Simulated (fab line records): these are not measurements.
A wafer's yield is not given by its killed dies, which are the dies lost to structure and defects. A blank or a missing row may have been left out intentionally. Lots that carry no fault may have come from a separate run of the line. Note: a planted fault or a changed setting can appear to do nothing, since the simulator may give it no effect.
The tool behind it: which one?    flow n5-finfet    72 wafers from 24 lots sampled at 5 of the route's 1938 steps

WHAT THE GAUGES READ, wafer by wafer
N5_BEOL_M4_CD_MEAS_28: target cd 26.2 nm, target cd y 24.1 nm.
lot   measured      on         cd-nm (nm)
L074  day 8 00:44   cd-sem-02  26.39 26.14 26.62
L075  day 9 21:20   cd-sem-03  26.15 26.03 25.62
L077  day 10 13:52  cd-sem-03  25.65 26.13 26.14
L078  day 10 15:01  cd-sem-02  26.47 25.83 26.27
L076  day 10 15:19  cd-sem-02  25.64 26.05 25.85
L079  day 10 20:43  cd-sem-01  25.99 26.30 26.43
L080  day 10 23:29  cd-sem-02  26.26 26.42 26.26
L082  day 11 00:51  cd-sem-02  26.44 26.02 26.29
L081  day 11 03:35  cd-sem-01  26.00 26.01 26.16
L083  day 11 15:11  cd-sem-02  26.16 26.03 25.91
L084  day 11 18:25  cd-sem-02  26.47 26.59 26.21
L085  day 12 16:54  cd-sem-01  25.98 25.96 26.28
L086  day 12 19:55  cd-sem-01  26.13 25.86 25.97
L087  day 12 20:25  cd-sem-03  26.26 26.00 26.02
L088  day 12 20:29  cd-sem-01  26.57 26.36 26.35
L089  day 13 16:13  cd-sem-01  26.51 26.48 26.08
L090  day 13 22:58  cd-sem-01  26.35 26.21 26.40
L092  day 13 23:56  cd-sem-01  25.93 25.91 26.18
L091  day 14 00:07  cd-sem-03  25.67 25.92 25.82
L093  day 14 00:21  cd-sem-02  26.04 26.07 26.41
L096  day 15 15:32  cd-sem-03  26.20 26.17 25.95
L095  day 15 16:04  cd-sem-03  26.34 25.86 25.91
L094  day 15 18:55  cd-sem-01  26.01 25.97 26.32
L097  day 15 20:10  cd-sem-02  26.01 25.79 26.35

N5_BEOL_M4_THK_MEAS_53: measures by xrf.
lot   measured      on             M4_THK (nm)
L074  day 8 15:11   film-metro-01  41.0 41.1 41.7
L075  day 10 11:19  film-metro-02  39.3 39.3 39.3
L077  day 10 18:52  film-metro-02  40.5 40.9 38.5
L078  day 11 01:21  film-metro-01  42.3 41.9 40.8
L076  day 11 01:56  film-metro-02  40.7 41.9 40.8
L079  day 11 10:47  film-metro-02  40.1 41.6 40.1
L080  day 11 16:41  film-metro-01  40.5 40.5 40.8
L082  day 11 16:57  film-metro-01  41.0 40.4 41.2
L081  day 11 14:31  film-metro-02  40.4 40.6 39.5
L083  day 12 00:59  film-metro-02  38.8 41.5 41.3
L084  day 12 01:40  film-metro-01  40.5 41.2 42.4
L085  day 12 23:10  film-metro-02  39.8 38.4 40.5
L086  day 13 01:43  film-metro-01  39.4 40.1 39.9
L087  day 13 02:09  film-metro-02  41.2 40.0 41.4
L088  day 13 02:29  film-metro-02  40.2 40.2 40.6
L089  day 13 23:59  film-metro-01  41.3 38.5 39.9
L090  day 14 07:58  film-metro-01  40.1 40.8 39.8
L092  day 14 11:25  film-metro-01  36.2 38.1 38.4
L091  day 14 13:22  film-metro-01  38.9 38.9 39.4
L093  day 14 11:50  film-metro-01  38.6 39.6 39.4
L096  day 15 21:34  film-metro-02  39.1 39.8 38.8
L095  day 16 01:13  film-metro-01  40.1 41.0 41.0
L094  day 16 04:13  film-metro-01  40.6 38.2 38.8
L097  day 16 07:05  film-metro-01  37.5 39.3 40.9

WHICH TOOL RAN EACH LOT (tool, then ch and the chambers of the sampled wafers, then the start)
lot   N5_BEOL_M4_STRIP_36                 N5_BEOL_M4_SURFACE_TREAT_85   N5_BEOL_M4_SPUTTER_92
L074  rie-diel-06 ch 1,2,3, day 8 11:10   pvd-sputter-03, day 8 12:08   pvd-sputter-03, day 8 13:56
L075  rie-diel-04 ch 0,2,3, day 10 05:42  pvd-sputter-03, day 10 06:47  pvd-sputter-02, day 10 08:25
L077  rie-diel-01 ch 0,1,2, day 10 15:16  pvd-sputter-02, day 10 16:05  pvd-sputter-02, day 10 17:38
L078  rie-diel-06 ch 1,3, day 10 21:38    pvd-sputter-02, day 10 22:32  pvd-sputter-02, day 11 00:06
L076  rie-diel-04 ch 0,1,3, day 10 21:59  pvd-sputter-03, day 10 23:08  pvd-sputter-01, day 11 00:43
L079  rie-diel-01 ch 1,2,3, day 11 06:59  pvd-sputter-02, day 11 07:58  pvd-sputter-01, day 11 09:34
L080  rie-diel-04 ch 1,2, day 11 12:30    pvd-sputter-03, day 11 13:55  pvd-sputter-01, day 11 15:28
L082  rie-diel-01 ch 1,2,3, day 11 12:41  pvd-sputter-01, day 11 14:01  pvd-sputter-03, day 11 15:38
L081  rie-diel-01 ch 0,1, day 11 07:28    pvd-sputter-01, day 11 10:05  pvd-sputter-01, day 11 13:17
L083  rie-diel-06 ch 0,1,2, day 11 20:42  pvd-sputter-02, day 11 22:03  pvd-sputter-01, day 11 23:39
L084  rie-diel-06 ch 0,1,2, day 11 21:10  pvd-sputter-03, day 11 22:32  pvd-sputter-03, day 12 00:14
L085  rie-diel-04 ch 0,1,2, day 12 19:22  pvd-sputter-01, day 12 20:16  pvd-sputter-01, day 12 21:57
L086  rie-diel-06 ch 2,3, day 12 20:41    pvd-sputter-02, day 12 22:53  pvd-sputter-02, day 13 00:29
L087  rie-diel-04 ch 1,3, day 12 22:16    pvd-sputter-01, day 12 23:16  pvd-sputter-01, day 13 00:56
L088  rie-diel-06 ch 1,2, day 12 22:19    pvd-sputter-01, day 12 23:19  pvd-sputter-03, day 13 01:08
L089  rie-diel-04 ch 0,1, day 13 19:44    pvd-sputter-03, day 13 21:05  pvd-sputter-01, day 13 22:44
L090  rie-diel-01 ch 1,2, day 14 04:16    pvd-sputter-01, day 14 05:07  pvd-sputter-01, day 14 06:44
L092  rie-diel-04 ch 1,3, day 14 07:38    pvd-sputter-02, day 14 08:33  pvd-sputter-01, day 14 10:11
L091  rie-diel-06 ch 0,1,3, day 14 07:40  pvd-sputter-02, day 14 09:09  pvd-sputter-01, day 14 12:01
L093  rie-diel-01 ch 1,3, day 14 07:51    pvd-sputter-02, day 14 08:56  pvd-sputter-02, day 14 10:37
L096  rie-diel-01 ch 1,2,3, day 15 17:37  pvd-sputter-02, day 15 18:47  pvd-sputter-02, day 15 20:19
L095  rie-diel-01 ch 0,2,3, day 15 21:14  pvd-sputter-02, day 15 22:12  pvd-sputter-02, day 15 23:59
L094  rie-diel-01 ch 2,3, day 16 00:13    pvd-sputter-02, day 16 01:22  pvd-sputter-01, day 16 02:59
L097  rie-diel-04 ch 1,2,3, day 16 03:08  pvd-sputter-01, day 16 04:14  pvd-sputter-02, day 16 05:52
- N5_BEOL_M4_STRIP_36: strips in N2/H2.
- N5_BEOL_M4_SURFACE_TREAT_85
- N5_BEOL_M4_SPUTTER_92: material Cu, target thk 4.5 nm, time 8.29 s.

AS READ BY THE TOOLS THEMSELVES (means over the sampled wafers that have a number; for cases with no such wafer, the mark the record gives instead)
N5_BEOL_M4_STRIP_36.
lot   tool         drypump-motor-current-A (A)  oes-product-au (a.u.)  rf-vpp-V (V)  showerhead-plenum-p-Torr (Torr)  throttle-valve-pct (%)
L074  rie-diel-06  5.5                          0.77                   57.7          2.58                             23.64
L075  rie-diel-04  6.1                          0.78                   59.0          2.65                             23.68
L077  rie-diel-01  5.9                          0.83                   59.9          2.57                             23.72
L078  rie-diel-06  5.9                          0.78                   59.5          2.54                             23.67
L076  rie-diel-04  6.1                          0.82                   59.4          2.63                             23.29
L079  rie-diel-01  5.9                          0.80                   59.4          2.52                             23.71
L080  rie-diel-04  5.3                          0.75                   59.1          2.57                             23.52
L082  rie-diel-01  5.9                          0.80                   58.2          2.52                             23.70
L081  rie-diel-01  5.8                          0.82                   59.2          2.60                             23.68
L083  rie-diel-06  5.6                          0.76                   58.7          2.57                             23.79
L084  rie-diel-06  5.6                          0.75                   59.2          2.57                             23.78
L085  rie-diel-04  5.7                          0.78                   58.9          2.62                             23.67
L086  rie-diel-06  5.6                          0.73                   59.2          2.56                             23.68
L087  rie-diel-04  6.1                          0.74                   59.2          2.59                             23.22
L088  rie-diel-06  5.5                          0.78                   59.2          2.58                             23.72
L089  rie-diel-04  6.0                          0.83                   58.9          2.64                             23.40
L090  rie-diel-01  5.9                          0.78                   58.8          2.52                             23.69
L092  rie-diel-04  5.7                          0.75                   59.8          2.56                             23.22
L091  rie-diel-06  5.9                          0.74                   59.6          2.52                             23.80
L093  rie-diel-01  5.7                          0.75                   58.8          2.54                             23.72
L096  rie-diel-01  5.9                          0.75                   59.3          2.50                             23.77
L095  rie-diel-01  5.8                          0.76                   59.6          2.54                             23.84
L094  rie-diel-01  5.8                          0.74                   60.2          2.49                             23.84
L097  rie-diel-04  5.7                          0.80                   58.5          2.58                             23.49

N5_BEOL_M4_SPUTTER_92.
lot   tool            throttle-valve-pct (%)
L074  pvd-sputter-03  29.2
L075  pvd-sputter-02  30.5
L077  pvd-sputter-02  30.3
L078  pvd-sputter-02  30.6
L076  pvd-sputter-01  29.1
L079  pvd-sputter-01  29.8
L080  pvd-sputter-01  29.6
L082  pvd-sputter-03  29.3
L081  pvd-sputter-01  29.2
L083  pvd-sputter-01  30.3
L084  pvd-sputter-03  29.2
L085  pvd-sputter-01  29.5
L086  pvd-sputter-02  30.0
L087  pvd-sputter-01  29.4
L088  pvd-sputter-03  28.2
L089  pvd-sputter-01  29.8
L090  pvd-sputter-01  30.3
L092  pvd-sputter-01  30.1
L091  pvd-sputter-01  30.7
L093  pvd-sputter-02  30.3
L096  pvd-sputter-02  29.9
L095  pvd-sputter-02  29.7
L094  pvd-sputter-01  29.1
L097  pvd-sputter-02  30.5

THE ANSWER, worked out from the rows above alone
Rule: what is usual is taken from the lots themselves. Put in order of their means at a reading, lots are off if they are a third of the lots or fewer, leave a main group of 4 or more, and stand apart from it by a gap of 3 or more times the standard deviation of the main group's means; of several such gaps the widest counts. If all means in a main group match to the digits the tables above print for the reading, that group is not used. A lot without any number at a reading at which 4 lots or more have one is off too. Any other lot the step has rows for is counted as sound. After the gauges, taken in route order, come the tools' own readings; for these a lot's mean is taken, as printed above. At the first step where some lot is off, the reading lying furthest off is the one used; lots without a number count as furthest.
No lot is off at any reading shown: from this, nothing can be told.

WHAT WAS PUT IN BY THE SIMULATOR
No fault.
